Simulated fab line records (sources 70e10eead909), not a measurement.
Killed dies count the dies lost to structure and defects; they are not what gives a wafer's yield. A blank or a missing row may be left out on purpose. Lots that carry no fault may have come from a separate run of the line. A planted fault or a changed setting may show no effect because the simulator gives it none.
Chamber matching || flow nand_harc || 4 sister chambers for NHARC_P_ZERO_WELL_DESCUM_39 on rie_diel-05
The step chemistry O2, time 3 s. 7 wafers are shown with their chamber, then 7 later ones without.

== WAFERS, EACH WITH ITS CHAMBER ==
{"wafer": "L081.5", "chamber": 2, "drypump_motor_current_A (A)": 6.3, "showerhead_plenum_p_Torr (Torr)": 1.85}
{"wafer": "L084.2", "chamber": 0, "drypump_motor_current_A (A)": 5.5, "showerhead_plenum_p_Torr (Torr)": 2.01}
{"wafer": "L088.3", "chamber": 3, "drypump_motor_current_A (A)": 5.0, "showerhead_plenum_p_Torr (Torr)": 1.79}
{"wafer": "L088.5", "chamber": 3, "drypump_motor_current_A (A)": 4.9, "showerhead_plenum_p_Torr (Torr)": 1.79}
{"wafer": "L088.6", "chamber": 1, "drypump_motor_current_A (A)": 6.6, "showerhead_plenum_p_Torr (Torr)": 1.88}
{"wafer": "L089.3", "chamber": 1, "drypump_motor_current_A (A)": 6.6, "showerhead_plenum_p_Torr (Torr)": 1.88}
{"wafer": "L089.4", "chamber": 2, "drypump_motor_current_A (A)": 6.3, "showerhead_plenum_p_Torr (Torr)": 1.84}

== WAFERS MISSING THEIR CHAMBER ==
{"wafer": "L089.6", "drypump_motor_current_A (A)": 6.6, "showerhead_plenum_p_Torr (Torr)": 1.88}
{"wafer": "L094.1", "drypump_motor_current_A (A)": 5.5, "showerhead_plenum_p_Torr (Torr)": 2.00}
{"wafer": "L094.2", "drypump_motor_current_A (A)": 6.6, "showerhead_plenum_p_Torr (Torr)": 1.87}
{"wafer": "L094.3", "drypump_motor_current_A (A)": 4.9, "showerhead_plenum_p_Torr (Torr)": 1.79}
{"wafer": "L097.2", "drypump_motor_current_A (A)": 6.7, "showerhead_plenum_p_Torr (Torr)": 1.87}
{"wafer": "L097.3", "drypump_motor_current_A (A)": 6.3, "showerhead_plenum_p_Torr (Torr)": 1.83}
{"wafer": "L097.5", "drypump_motor_current_A (A)": 4.9, "showerhead_plenum_p_Torr (Torr)": 1.78}

== WHICH CHAMBER EACH ONE RAN IN ==
{"wafer": "L089.6", "from the rows above": 1, "in truth": 1}
{"wafer": "L094.1", "from the rows above": 0, "in truth": 0}
{"wafer": "L094.2", "from the rows above": 1, "in truth": 1}
{"wafer": "L094.3", "from the rows above": 3, "in truth": 3}
{"wafer": "L097.2", "from the rows above": 1, "in truth": 1}
{"wafer": "L097.3", "from the rows above": 2, "in truth": 2}
{"wafer": "L097.5", "from the rows above": 3, "in truth": 3}
Correctly placed: 7 of 7. Number that these rows cannot place: 0. 0 placed wrongly.
How it was worked out, from the rows above alone: a wafer's distance from a chamber is the root of the sum, over the readings, of the square of ((its reading less the chamber's mean) divided by the reading's scatter). If the next closest chamber is less than 2 further off than the closest, the wafer can't be placed; otherwise it belongs to the closest. Each chamber's mean is taken over the wafers shown for it. The scatter: the root of (the sum of the squares of (reading less its chamber's mean) over the shown wafers, divided by (wafers less chambers)).
